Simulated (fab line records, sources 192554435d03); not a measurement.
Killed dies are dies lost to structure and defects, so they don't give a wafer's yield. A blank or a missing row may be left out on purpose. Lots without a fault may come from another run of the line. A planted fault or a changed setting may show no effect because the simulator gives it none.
Which tool did it? | flow n5_finfet | 12 lots, 36 wafers sampled, at 1 step of a route of 1938

WHAT THE GAUGES READ, wafer by wafer
N5_BEOL_M11_OVL_MEAS_29.
lot  | measured     | on         | V10_OVL (nm)
L706 | day 11 11:53 | overlay-02 | -0.9 -0.7 0.3
L705 | day 11 19:54 | overlay-02 | -0.6 0.2 0.3
L709 | day 12 12:01 | overlay-02 | -0.8 0.3 -0.1
L704 | day 12 16:43 | overlay-02 | -0.3 -0.8 1.6
L713 | day 13 11:07 | overlay-02 | 1.3 0.4 -0.2
L715 | day 13 13:08 | overlay-02 | -0.6 1.0 0.8
L722 | day 15 19:57 | overlay-01 | -0.8 -0.3 -1.6
L723 | day 16 14:11 | overlay-02 | -0.4 0.2 -0.5
L725 | day 16 22:28 | overlay-01 | -0.2 1.1 0.7
L724 | day 16 22:38 | overlay-01 | 1.3 0.0 1.6
L726 | day 17 06:34 | overlay-01 | 0.2 -0.1 0.0
L727 | day 17 06:44 | overlay-02 | -0.1 -0.8 -0.1

WHICH TOOL RAN EACH LOT (tool, then ch and the chambers of the sampled wafers, then the start)
The record holds no process step before these readings.

WHAT THE TOOLS THEMSELVES READ (means of the sampled wafers that have a number; where no wafer has one, the mark that the record gives instead)
The record holds no such reading with a usual standard deviation.

THE ANSWER, worked out from the rows above alone
Rule: what is usual is taken from the lots themselves. Put in order of their means at a reading, lots are off if they are a third of the lots or fewer, leave a main group of 4 or more, and stand apart from it by a gap of 3 or more times the standard deviation of the main group's means; of several such gaps the widest counts. A main group whose means are all the same, to the digits that the tables above print for the reading, isn't used. A lot without any number at a reading at which 4 lots or more have one is off too. The other lots that the step has rows for count as sound. The gauges are gone through in route order, then the tools' own readings, and for those a lot's mean is taken as printed above. The first step at which some lot is off is used, and at that step the reading that is off furthest; a lot without a number counts as furthest.
No lot is off at any reading shown: from this, nothing can be told.

WHAT THE SIMULATOR HAD PUT IN
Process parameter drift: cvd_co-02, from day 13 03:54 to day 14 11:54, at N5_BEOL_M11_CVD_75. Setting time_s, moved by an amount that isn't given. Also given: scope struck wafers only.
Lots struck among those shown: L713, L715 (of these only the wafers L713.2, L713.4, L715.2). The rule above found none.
